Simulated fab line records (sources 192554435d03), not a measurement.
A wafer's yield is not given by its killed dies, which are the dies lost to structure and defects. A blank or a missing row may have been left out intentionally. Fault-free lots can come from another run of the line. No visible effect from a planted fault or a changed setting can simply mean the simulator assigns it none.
Split-lot experiment    flow n5 finfet    on a route of 1938 steps: 7 lots, 21 wafers read

THE SPLIT ITSELF
At N5_BEOL_M8_ETCH_62 (etches SOC in N2/H2, target depth 110 nm, overetch 22 nm, time 165 s), the setting source w was moved away from the recipe's 840 W on 6 of the 21 wafers read, by +4.9% to +17.8%. All remaining wafers had this setting at the recipe value.

The split's own step is where the reading is taken.

THE READING
rf vpp V, in V, at N5_BEOL_M8_ETCH_62 (etches SOC in N2/H2, target depth 110 nm, overetch 22 nm, time 165 s). Fault-free wafers of this fab line usually give 523.1 V, standard deviation 2.7 V.

wafer   tool, chamber at the split  source w as run, W  against the recipe  rf vpp V, V  against lot-mates on the recipe
L079.2  rie diel-06, 0              840                 recipe              523.0        -
L079.3  rie diel-06, 2              840                 recipe              525.0        -
L079.5  rie diel-06, 3              840                 recipe              522.1        -
L078.1  rie diel-05, 2              840                 recipe              524.9        -
L078.3  rie diel-05, 3              840                 recipe              521.9        -
L078.6  rie diel-05, 3              840                 recipe              523.0        -
L082.2  rie diel-04, 2              840                 recipe              526.5        -
L082.3  rie diel-04, 3              840                 recipe              520.0        -
L082.4  rie diel-04, 1              840                 recipe              525.3        -
L091.1  rie diel-06, 2              840                 recipe              523.6        -
L091.2  rie diel-06, 0              840                 recipe              522.4        -
L091.6  rie diel-06, 2              840                 recipe              524.4        -
L094.1  rie diel-06, 3              917.4               +9.2%               506.7        -9.6
L094.4  rie diel-06, 0              917.4               +9.2%               508.7        -7.6
L094.5  rie diel-06, 1              840                 recipe              516.3        -
L095.1  rie diel-04, 3              989.8               +17.8%              492.8        -31.5
L095.2  rie diel-04, 2              989.8               +17.8%              498.1        -26.2
L095.6  rie diel-04, 1              840                 recipe              524.3        -
L097.2  rie diel-05, 3              881.1               +4.9%               515.0        -9.3
L097.4  rie diel-05, 0              881.1               +4.9%               514.9        -9.4
L097.5  rie diel-05, 2              840                 recipe              524.3        -

THE FIT
A straight line over all 21 wafers: rf vpp V changes by -1.58 V for each +1% of source w; r = -0.97; the points scatter about the line by 2.4 V.
The same after taking each lot's own level away (the mean of its wafers on the recipe; 21 wafers): -1.51 V for each +1%; r = -0.96; scatter 2.5 V.
According to that fit, moving source w by its largest amount changes the reading by 27 V.
The lots' own levels span 516.30 to 524.30 V, that is 3.0 times the standard deviation above.
The two slopes are in agreement: the lot-to-lot level therefore moves the slope only a little.
Check: -23.9 V against its lot-mates is what the line predicts for one of the wafers moved furthest among these (+17.8%) when that wafer is left out of the fit. Against them it came out at -31.5 V.
Tool readings at the split's step, against how far the setting was moved: rf vpp V r = -0.97.

THESE WAFERS: OTHER SPLITS
Other splits were also applied to these wafers ahead of the reading. Each is held against what the fit with the lots' levels taken away leaves over:
other split on the same wafers     wafers away from the commonest value  r with rf vpp V (lot level and that fit taken away)
N5_BEOL_M7_HM_DEP_02 target thk a  7                                     +0.18

THE FILE'S OWN FIT
rf vpp V changes by -1.5 V for each +1% of source w, r = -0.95.
